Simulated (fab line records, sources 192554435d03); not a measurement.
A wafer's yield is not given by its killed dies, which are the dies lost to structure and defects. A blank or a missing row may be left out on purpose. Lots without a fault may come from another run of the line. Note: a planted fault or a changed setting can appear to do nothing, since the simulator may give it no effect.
Comparing a struck lot with a sound one || flow n5-finfet || 25 steps out of a route of 1938
Sound: these wafers, L916.3, L916.4, L916.6. Struck: wafer L905.3 (left out: L905.2, a lot-mate that was not struck); the cause follows at the end.
Per side, at each step with rows, come the tool, then ch with its chambers, and then its first start. Under that, the readings that differ: sound wafers || struck wafers || difference of the means || sigmas: that difference in standard deviations of wafers without a fault.
alike: readings whose means differ by less than 2 such deviations, and words and numbers that are the same on both sides. not compared: withheld readings, readings that some wafer has no value for, bounds like >300 that may hide the same value, and numbers for which the record gives no deviation and whose values overlap.
Wherever a step has rows on one side only, a row that says differs or no value, or a row with sigmas, the two part there. When numbers do not overlap yet have no deviation, they are printed without sigmas and do not part them. A reading missing from all wafers of one side parts the sides only when that side holds two or more wafers.

first, 9 steps without rows for these wafers: N5_PASSIVATION_HARDBAKE_31 (time 120 s); N5_PASSIVATION_DESCUM_32 (chemistry O2, time 7.9 s); N5_PASSIVATION_AL_ETCH_33 (etches Al in Cl2/BCl3, stops on TaN, target depth 2800 nm, time 466.7 s); N5_PASSIVATION_ETCH_59 (etches TaN in Cl2/BCl3, target depth 65 nm, time 34.9 s); N5_PASSIVATION_STRIP_34 (strips in O2); N5_PASSIVATION_STRIP_51 (strips in post etch residue remover, time 1200 s); N5_PASSIVATION_CLEAN_69 (cleans in IPA, time 180 s); N5_PASSIVATION_SRD_70 (time 30 s); N5_PASSIVATION_PECVD_53 (deposits SiO2 from TEOS/O2, target thk 800 nm, time 169.4 s).
N5_PASSIVATION_PECVD_35: deposits SiNx from SiH4/NH3/N2, target thk 700 nm, time 151.3 s.
  sound on pecvd-02 ch 0,1, day 17 05:04; struck on pecvd-02 ch 1, day 13 10:16
{"reading": "run-length-s (s)", "sound": "195.5 194.6 195.3", "struck": 200.8, "difference": "+5.7", "sigmas": "+8"}
{"reading": "model.SiNx_of_PASSIVATION_PECVD_35.thk-nm (nm)", "sound": "696.2 698 694", "struck": 720.4, "difference": "+24.3", "sigmas": ""}
  alike: heater-power-w, showerhead-plenum-p-Torr, throttle-valve-pct
then, 12 steps without rows for these wafers: N5_PASSIVATION_HMDS_37 (time 60 s); N5_PASSIVATION_COAT_38; N5_PASSIVATION_EBR_40; N5_PASSIVATION_SOFTBAKE_39 (time 120 s); N5_PASSIVATION_EXPOSE_41 (exposes mask PASS OPEN, defocus 0 nm, target cd 40000 nm); N5_PASSIVATION_PEB_42; N5_PASSIVATION_DEVELOP_43 (develop time 60 s); N5_PASSIVATION_HARDBAKE_45 (time 120 s); N5_PASSIVATION_DESCUM_46 (chemistry O2, time 7.9 s); N5_PASSIVATION_PASS_ETCH_47 (etches SiNx in CF4/O2, target depth 770 nm, time 385 s); N5_PASSIVATION_ETCH_54 (etches SiO2 in CHF3/O2, target depth 880 nm, time 440 s); N5_PASSIVATION_STRIP_48 (strips in O2).
N5_PASSIVATION_STRIP_52: strips in post etch residue remover, time 1200 s.
  sound on wet-bench-01 ch 0,1,3, day 17 06:11; struck on wet-bench-01 ch 1, day 13 11:31
{"reading": "model.SiNx_of_PASSIVATION_PECVD_35.thk-nm (nm)", "sound": "695.8 697.6 693.6", "struck": 720, "difference": "+24", "sigmas": ""}
then, 1 step without rows for these wafers: N5_PASSIVATION_CLEAN_71 (cleans in IPA, time 180 s).
N5_PASSIVATION_PROBE_49:
  only the struck wafers here have rows in the record (prober-02, day 13 14:02); the sound ones have none

WHERE THEY PART
Earliest at N5_PASSIVATION_PECVD_35; latest, in this record, at N5_PASSIVATION_PROBE_49.

WHY: whatever the simulator had introduced
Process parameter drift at N5_PASSIVATION_PECVD_35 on pecvd-02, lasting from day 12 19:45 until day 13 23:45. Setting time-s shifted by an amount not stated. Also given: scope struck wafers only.
